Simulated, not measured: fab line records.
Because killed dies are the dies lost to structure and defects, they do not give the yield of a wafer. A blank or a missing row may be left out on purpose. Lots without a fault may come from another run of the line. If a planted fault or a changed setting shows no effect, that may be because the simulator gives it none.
What tool caused it?	flow nand-harc	23 lots with 69 wafers sampled at 6 steps, on a route of 1302 steps

## WHAT EACH GAUGE READ, for each wafer
The record lacks any reading of a measuring or inspecting step that a usual standard deviation could be used to judge.

## WHAT TOOL EACH LOT RAN ON (gives the tool, then ch and the chambers of the sampled wafers, and finally the start)
lot	NHARC_A_STAIRCASE_TRIM_196	NHARC_A_STAIRCASE_TRIM_220	NHARC_A_STAIRCASE_TRIM_224	NHARC_A_STAIRCASE_TRIM_233	NHARC_A_STAIRCASE_DEP_259	NHARC_A_STAIRCASE_ETCH_273
L074	rie-diel-12 ch 0,1, day 16 01:25	rie-diel-13 ch 1,2,3, day 16 04:32	rie-diel-13 ch 1,2,3, day 16 10:59 or earlier	rie-diel-04 ch 0,2, day 16 10:59 or earlier	pecvd-02 ch 0,1, day 16 10:59	rie-diel-13 ch 0,2, no start
L075	rie-diel-04 ch 0,1, day 16 07:46	rie-diel-13 ch 0,1,2, day 16 10:26	rie-diel-13 ch 0,1,2, day 16 17:18 or earlier	rie-diel-04 ch 0,1,2, day 16 17:18 or earlier	pecvd-02 ch 0,2, day 16 17:18	rie-diel-12 ch 2,3, no start
L077	rie-diel-13 ch 1,3, day 16 21:07	rie-diel-12 ch 0,2,3, day 16 23:48	rie-diel-12 ch 0,1,3, day 17 06:25 or earlier	rie-diel-12 ch 1,2,3, day 17 06:25 or earlier	pecvd-02 ch 0,1,2, day 17 06:25	rie-diel-13 ch 0,3, no start
L076	rie-diel-04 ch 0,1,3, day 16 21:23	rie-diel-04 ch 0,2,3, day 17 00:12	rie-diel-04 ch 1,2,3, day 17 07:01 or earlier	rie-diel-12 ch 1,2,3, day 17 07:01 or earlier	pecvd-03 ch 0,1, day 17 07:01	rie-diel-12 ch 0,1,2, no start
L078	rie-diel-13 ch 0,1,3, day 17 06:14	rie-diel-12 ch 0,3, day 17 09:35	rie-diel-12 ch 1,3, day 17 19:22 or earlier	rie-diel-12 ch 1,2,3, day 17 19:22 or earlier	pecvd-03 ch 0,1, day 17 19:22	rie-diel-12 ch 0,2,3, no start
L079	rie-diel-04 ch 2,3, day 17 17:38	rie-diel-12 ch 0,2, day 17 21:48	rie-diel-12 ch 1,2,3, day 18 07:15 or earlier	rie-diel-04 ch 1,2, day 18 07:15 or earlier	pecvd-03 ch 1,2, day 18 07:15	rie-diel-04 ch 0,2,3, no start
L080	rie-diel-04 ch 0,1, day 18 11:06	rie-diel-04 ch 1,2, day 18 13:54	rie-diel-04 ch 0,1, day 18 22:11 or earlier	rie-diel-04 ch 1,2, day 18 22:11 or earlier	pecvd-04 ch 0,1,2, day 18 22:11	rie-diel-04 ch 1,2,3, no start
L081	rie-diel-13 ch 0,1, day 18 11:10	rie-diel-13 ch 0,2,3, day 18 13:52	rie-diel-13 ch 0,2,3, day 18 20:17 or earlier	rie-diel-13 ch 0,2, day 18 20:17 or earlier	pecvd-04 ch 0,2, day 18 20:17	rie-diel-04 ch 1,2,3, no start
L082	rie-diel-12 ch 1,2,3, day 19 07:07	rie-diel-12 ch 2,3, day 19 09:56	rie-diel-12 ch 1,3, day 19 16:29 or earlier	rie-diel-12 ch 0,2,3, day 19 16:29 or earlier	pecvd-02 ch 0,2, day 19 16:29	rie-diel-04 ch 0,1, no start
L083	rie-diel-12 ch 1,2,3, day 20 10:50	rie-diel-12 ch 0,1,2, day 20 13:29	rie-diel-12 ch 0,1,2, day 20 21:38 or earlier	rie-diel-12 ch 0,2,3, day 20 21:38 or earlier	pecvd-03 ch 0,1, day 20 21:38	rie-diel-12 ch 0,1,2, no start
L084	rie-diel-13 ch 0,1, day 20 11:50	rie-diel-13 ch 1,2, day 20 14:37	rie-diel-13 ch 1,2,3, day 20 22:26 or earlier	rie-diel-12 ch 0,2, day 20 22:26 or earlier	pecvd-03 ch 1,2, day 20 22:26	rie-diel-13 ch 0,2, no start
L085	rie-diel-04 ch 1,3, day 20 20:24	rie-diel-04 ch 1,2, day 20 23:13	rie-diel-04 ch 0,1, day 21 06:22 or earlier	rie-diel-12 ch 0,2, day 21 06:22 or earlier	pecvd-04 ch 0,2, day 21 06:22	rie-diel-13 ch 1,2,3, no start
L086	rie-diel-12 ch 1,2,3, day 21 08:11	rie-diel-04 ch 0,2,3, day 21 13:35	rie-diel-04 ch 0,1, day 21 20:05 or earlier	rie-diel-04 ch 0,1, day 21 20:05 or earlier	pecvd-04 ch 0,1,2, day 21 20:05	rie-diel-04 ch 0,3, no start
L089	rie-diel-04 ch 0,1,3, day 22 04:12	rie-diel-12 ch 2,3, day 22 06:56	rie-diel-12 ch 0,1, day 22 13:32 or earlier	rie-diel-12 ch 0,2,3, day 22 13:32 or earlier	pecvd-02 ch 0,1,2, day 22 13:32	rie-diel-13 ch 0,1,2, no start
L088	rie-diel-04 ch 0,1,3, day 22 07:10	rie-diel-04 ch 0,1,3, day 22 09:51	rie-diel-04 ch 0,1,2, day 22 19:46 or earlier	rie-diel-04 ch 1,2,3, day 22 19:46 or earlier	pecvd-02 ch 0,2, day 22 19:46	rie-diel-12 ch 0,1,2, no start
L090	rie-diel-04 ch 0,1,2, day 22 16:58	rie-diel-12 ch 0,1,3, day 22 19:41	rie-diel-12 ch 1,2,3, day 23 09:38 or earlier	rie-diel-12 ch 0,1,2, day 23 09:38 or earlier	pecvd-04 ch 0,1, day 23 09:38	rie-diel-13 ch 0,3, no start
L091	rie-diel-12 ch 0,1,3, day 23 07:16	rie-diel-12 ch 2,3, day 23 11:08	rie-diel-12 ch 1,3, day 23 19:50 or earlier	rie-diel-12 ch 0,1,2, day 23 19:50 or earlier	pecvd-02 ch 0,1, day 23 19:50	rie-diel-13 ch 0,2,3, no start
L092	rie-diel-12 ch 0,1,2, day 23 15:17	rie-diel-13 ch 0,2, day 23 17:49	rie-diel-13 ch 0,3, day 24 00:20 or earlier	rie-diel-12 ch 2,3, day 24 00:20 or earlier	pecvd-04 ch 0,1, day 24 00:20	rie-diel-12 ch 0,1, no start
L093	rie-diel-04 ch 1,2, day 23 20:37	rie-diel-04 ch 1,2, day 23 23:08	rie-diel-04 ch 0,2,3, day 24 06:04 or earlier	rie-diel-04 ch 0,1,2, day 24 06:04 or earlier	pecvd-02 ch 0,1, day 24 06:04	rie-diel-13 ch 0,2,3, no start
L095	rie-diel-04 ch 1,2,3, day 24 10:05	rie-diel-12 ch 1,2,3, day 24 12:47	rie-diel-12 ch 1,2,3, day 24 20:16 or earlier	rie-diel-12 ch 0,1,2, day 24 20:16 or earlier	pecvd-02 ch 0,1,2, day 24 20:16	rie-diel-04 ch 0,1,2, no start
L094	rie-diel-12 ch 2,3, day 24 10:28	rie-diel-13 ch 0,2,3, day 24 13:10	rie-diel-13 ch 2,3, day 24 20:57 or earlier	rie-diel-13 ch 1,2, day 24 20:57 or earlier	pecvd-03 ch 0,1,2, day 24 20:57	rie-diel-12 ch 0,1,3, no start
L096	rie-diel-13 ch 0,2,3, day 25 03:00	rie-diel-12 ch 1,2, day 25 05:40	rie-diel-12 ch 2,3, day 25 13:00 or earlier	rie-diel-12 ch 0,1, day 25 13:00 or earlier	pecvd-04 ch 0,1,2, day 25 13:00	rie-diel-12 ch 1,2,3, no start
L097	rie-diel-13 ch 0,2, day 25 21:26	rie-diel-12 ch 2,3, day 26 00:04	rie-diel-12 ch 0,1,2, day 26 06:30 or earlier	rie-diel-04 ch 0,2,3, day 26 06:30 or earlier	pecvd-04 ch 0,1, day 26 06:30	rie-diel-04 ch 0,1, no start
- NHARC_A_STAIRCASE_TRIM_196: chemistry O2, time 211.2 s.
- NHARC_A_STAIRCASE_TRIM_220: chemistry O2, time 211.2 s.
- NHARC_A_STAIRCASE_TRIM_224: chemistry O2, time 211.2 s.
- NHARC_A_STAIRCASE_TRIM_233: chemistry O2, time 211.2 s.
- NHARC_A_STAIRCASE_DEP_259: deposits SiON, target thk 30 nm.
- NHARC_A_STAIRCASE_ETCH_273: etches the open film in C4F8/O2/Ar, target depth 10200 nm, time 2468.6 s.

## WHAT THE TOOLS THEMSELVES READ (means of the sampled wafers that have a number; where no wafer has one, the mark that the record gives instead)
NHARC_A_STAIRCASE_TRIM_196.
lot	tool	drypump-motor-current-A (A)	oes-product-au (a.u.)	rf-vpp-V (V)	showerhead-plenum-p-Torr (Torr)	throttle-valve-pct (%)
L074	rie-diel-12	6.0	0.995	56.8	3.37	17.032
L075	rie-diel-04	5.7	1.008	57.7	3.50	17.040
L077	rie-diel-13	6.1	1.020	58.3	3.41	17.039
L076	rie-diel-04	5.6	1.005	56.6	3.46	17.043
L078	rie-diel-13	5.6	1.029	57.7	3.50	17.042
L079	rie-diel-04	5.3	1.015	57.3	3.41	17.038
L080	rie-diel-04	5.8	0.994	58.3	3.52	17.030
L081	rie-diel-13	5.2	1.013	57.7	3.55	17.038
L082	rie-diel-12	5.6	0.991	57.6	3.46	17.036
L083	rie-diel-12	5.5	0.999	57.8	3.64	17.039
L084	rie-diel-13	5.7	1.007	57.9	3.46	17.041
L085	rie-diel-04	5.5	1.003	57.5	3.40	17.032
L086	rie-diel-12	5.5	0.998	57.4	3.64	17.033
L089	rie-diel-04	5.6	1.000	57.6	3.44	17.036
L088	rie-diel-04	5.6	1.002	58.3	3.44	17.040
L090	rie-diel-04	5.6	1.009	58.0	3.50	17.041
L091	rie-diel-12	5.9	1.003	58.1	3.58	17.043
L092	rie-diel-12	5.6	1.004	58.3	3.57	17.040
L093	rie-diel-04	5.3	1.014	57.7	3.48	17.032
L095	rie-diel-04	5.3	1.009	57.7	3.42	17.040
L094	rie-diel-12	5.8	1.002	58.6	3.55	17.041
L096	rie-diel-13	5.4	1.008	58.3	3.62	17.047
L097	rie-diel-13	5.0	1.005	58.0	3.67	17.030

NHARC_A_STAIRCASE_TRIM_220.
lot	tool	drypump-motor-current-A (A)	oes-product-au (a.u.)	rf-vpp-V (V)	showerhead-plenum-p-Torr (Torr)	throttle-valve-pct (%)
L074	rie-diel-13	5.9	1.016	57.7	3.39	17.028
L075	rie-diel-13	5.5	1.010	57.4	3.44	17.032
L077	rie-diel-12	5.8	0.990	57.8	3.52	17.035
L076	rie-diel-04	5.5	1.001	58.4	3.49	17.032
L078	rie-diel-12	6.1	0.987	58.3	3.53	17.045
L079	rie-diel-12	5.5	0.986	57.6	3.51	17.037
L080	rie-diel-04	5.4	1.019	57.1	3.48	17.029
L081	rie-diel-13	5.4	1.022	58.4	3.46	17.033
L082	rie-diel-12	5.8	0.996	58.0	3.57	17.025
L083	rie-diel-12	5.6	1.002	58.3	3.58	17.040
L084	rie-diel-13	5.9	0.999	58.0	3.31	17.031
L085	rie-diel-04	5.4	1.009	57.7	3.47	17.042
L086	rie-diel-04	5.5	1.003	56.7	3.47	17.036
L089	rie-diel-12	5.8	1.007	57.9	3.56	17.035
L088	rie-diel-04	5.6	0.998	57.4	3.44	17.036
L090	rie-diel-12	5.9	1.002	58.1	3.58	17.036
L091	rie-diel-12	5.4	1.000	58.1	3.55	17.032
L092	rie-diel-13	5.4	1.000	58.6	3.74	17.034
L093	rie-diel-04	5.4	1.005	57.0	3.46	17.036
L095	rie-diel-12	5.5	1.005	58.7	3.62	17.040
L094	rie-diel-13	5.4	1.005	57.7	3.62	17.034
L096	rie-diel-12	5.3	1.004	57.6	3.70	17.042
L097	rie-diel-12	5.4	1.001	57.9	3.54	17.036

NHARC_A_STAIRCASE_TRIM_224.
lot	tool	drypump-motor-current-A (A)	oes-product-au (a.u.)	rf-vpp-V (V)	showerhead-plenum-p-Torr (Torr)	throttle-valve-pct (%)
L074	rie-diel-13	5.9	1.015	57.4	3.39	17.035
L075	rie-diel-13	5.5	1.012	58.3	3.44	17.044
L077	rie-diel-12	5.9	0.999	57.4	3.42	17.033
L076	rie-diel-04	5.4	1.012	57.3	3.45	17.027
L078	rie-diel-12	5.6	1.000	58.0	3.37	17.030
L079	rie-diel-12	5.5	0.992	57.1	3.47	17.038
L080	rie-diel-04	5.8	0.990	57.1	3.52	17.035
L081	rie-diel-13	5.4	1.020	57.1	3.46	17.041
L082	rie-diel-12	5.9	1.006	57.5	3.47	17.032
L083	rie-diel-12	5.6	0.999	59.1	3.58	17.043
L084	rie-diel-13	5.9	1.006	57.8	3.37	17.043
L085	rie-diel-04	5.7	1.002	57.4	3.48	17.045
L086	rie-diel-04	5.7	1.002	57.1	3.48	17.035
L089	rie-diel-12	5.9	0.993	58.2	3.53	17.034
L088	rie-diel-04	5.6	1.007	58.0	3.50	17.038
L090	rie-diel-12	5.6	1.004	57.8	3.63	17.033
L091	rie-diel-12	5.9	0.999	57.8	3.64	17.030
L092	rie-diel-13	5.1	1.018	58.6	3.56	17.040
L093	rie-diel-04	5.5	1.019	57.7	3.46	17.043
L095	rie-diel-12	5.6	1.006	58.4	3.62	17.034
L094	rie-diel-13	5.8	0.998	57.9	3.56	17.044
L096	rie-diel-12	5.4	1.001	57.4	3.54	17.029
L097	rie-diel-12	5.6	1.000	58.3	3.56	17.036

NHARC_A_STAIRCASE_TRIM_233.
lot	tool	drypump-motor-current-A (A)	oes-product-au (a.u.)	rf-vpp-V (V)	showerhead-plenum-p-Torr (Torr)	throttle-valve-pct (%)
L074	rie-diel-04	5.7	1.007	57.6	3.56	17.039
L075	rie-diel-04	5.6	1.005	58.3	3.52	17.039
L077	rie-diel-12	5.5	0.993	58.0	3.47	17.037
L076	rie-diel-12	5.5	1.000	57.4	3.47	17.033
L078	rie-diel-12	5.5	0.987	56.9	3.47	17.035
L079	rie-diel-04	5.3	1.015	57.8	3.50	17.038
L080	rie-diel-04	5.5	1.009	57.3	3.48	17.044
L081	rie-diel-13	5.0	1.012	58.0	3.52	17.035
L082	rie-diel-12	5.8	0.994	57.8	3.51	17.037
L083	rie-diel-12	5.8	0.994	57.8	3.51	17.027
L084	rie-diel-12	5.8	0.990	58.2	3.45	17.025
L085	rie-diel-12	5.5	0.997	57.5	3.50	17.036
L086	rie-diel-04	5.9	0.990	57.5	3.51	17.048
L089	rie-diel-12	5.8	0.992	57.7	3.50	17.031
L088	rie-diel-04	5.3	1.002	57.6	3.43	17.036
L090	rie-diel-12	5.6	0.991	57.6	3.57	17.040
L091	rie-diel-12	5.6	1.004	57.3	3.57	17.039
L092	rie-diel-12	5.8	1.001	58.3	3.55	17.035
L093	rie-diel-04	5.6	0.999	57.4	3.49	17.045
L095	rie-diel-12	5.6	1.008	58.6	3.56	17.035
L094	rie-diel-13	5.9	0.996	58.0	3.65	17.034
L096	rie-diel-12	5.9	0.993	56.6	3.51	17.022
L097	rie-diel-04	5.5	1.013	57.1	3.45	17.033

NHARC_A_STAIRCASE_DEP_259.
lot	tool	heater-power-w (W)
L074	pecvd-02	681
L075	pecvd-02	755
L077	pecvd-02	727
L076	pecvd-03	791
L078	pecvd-03	742
L079	pecvd-03	956
L080	pecvd-04	747
L081	pecvd-04	716
L082	pecvd-02	713
L083	pecvd-03	864
L084	pecvd-03	981
L085	pecvd-04	660
L086	pecvd-04	728
L089	pecvd-02	765
L088	pecvd-02	789
L090	pecvd-04	758
L091	pecvd-02	690
L092	pecvd-04	769
L093	pecvd-02	773
L095	pecvd-02	770
L094	pecvd-03	856
L096	pecvd-04	718
L097	pecvd-04	828

NHARC_A_STAIRCASE_ETCH_273.
lot	tool	oes-product-au (a.u.)	rf-vpp-V (V)
L074	rie-diel-13	0.956	1817
L075	rie-diel-12	0.927	1831
L077	rie-diel-13	0.955	1832
L076	rie-diel-12	0.924	1819
L078	rie-diel-12	0.918	1826
L079	rie-diel-04	0.933	1823
L080	rie-diel-04	0.941	1821
L081	rie-diel-04	0.933	1820
L082	rie-diel-04	0.944	1826
L083	rie-diel-12	0.932	1831
L084	rie-diel-13	0.961	1826
L085	rie-diel-13	0.946	1815
L086	rie-diel-04	0.939	1817
L089	rie-diel-13	0.955	1819
L088	rie-diel-12	0.930	1830
L090	rie-diel-13	0.945	1826
L091	rie-diel-13	0.941	1834
L092	rie-diel-12	0.935	1836
L093	rie-diel-13	0.934	1834
L095	rie-diel-04	0.923	1824
L094	rie-diel-12	0.937	1830
L096	rie-diel-12	0.947	1834
L097	rie-diel-04	0.928	1824

## THE ANSWER, worked out from the rows above alone
Rule: what is usual is taken from the lots themselves. The widest of any qualifying gaps counts: lots, ordered by their means at a reading, are off when they make up no more than a third of the lots, leave a main group of 4 or more, and stand apart from it by 3 or more times the standard deviation of that group's means. Not used: any main group whose means are identical at the precision the tables above print for the reading. Also off: a lot with no number at a reading for which 4 or more lots have one. All remaining lots with rows at the step are treated as sound. After the gauges, taken in route order, come the tools' own readings; for these a lot's mean is taken, as printed above. The first step at which some lot is off is used, and at that step the reading that is off furthest; a lot without a number counts as furthest.
No lot is off at any reading shown: from this, nothing can be told.

## WHAT THE SIMULATOR HAD INSERTED
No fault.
